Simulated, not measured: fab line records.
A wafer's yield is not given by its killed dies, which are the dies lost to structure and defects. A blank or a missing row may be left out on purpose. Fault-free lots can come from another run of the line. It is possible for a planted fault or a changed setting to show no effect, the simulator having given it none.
Chamber matching	flow n5Finfet	3 sister chambers for N5_BEOL_M7_PECVD_70 on pecvd-02
The step deposits SiO2 from TEOS/O2, target thk 20 nm, time 22.7 s. 3 wafers are shown with their chamber, then 9 later ones without.

WAFERS WITH THEIR CHAMBER
wafer	chamber	throttleValvePct (%)
L080.5	2	23.2
L085.5	0	22.7
L085.6	1	23.8

WAFERS MISSING THEIR CHAMBER
wafer	throttleValvePct (%)
L086.1	22.7
L086.3	23.2
L086.4	22.8
L089.1	22.6
L089.4	22.9
L089.6	23.3
L091.1	23.3
L091.4	23.5
L091.5	23.2

WHICH CHAMBER EACH ONE RAN IN
wafer	from the rows above	in truth
L086.1	0	0
L086.3	2	2
L086.4	0	0
L089.1	0	0
L089.4	can't be placed: 0 or 2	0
L089.6	2	2
L091.1	2	2
L091.4	can't be placed: 1 or 2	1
L091.5	2	2
Correct placement for 7 of the 9. Unplaceable from these rows: 2, with the true chamber sitting among the candidates in 2. 0 placed wrongly.
How it was worked out, from the rows above alone: a wafer's distance from a chamber is the root of the sum, over the readings, of the square of ((its reading less the chamber's mean) divided by the reading's scatter). The wafer belongs to the nearest chamber; if the next one is less than 2 further off, it can't be placed. Each chamber's mean is taken over the wafers shown for it. The scatter (one wafer shown for each chamber): square how far every hidden wafer sits from the nearest shown wafer, average those squares and take the square root.
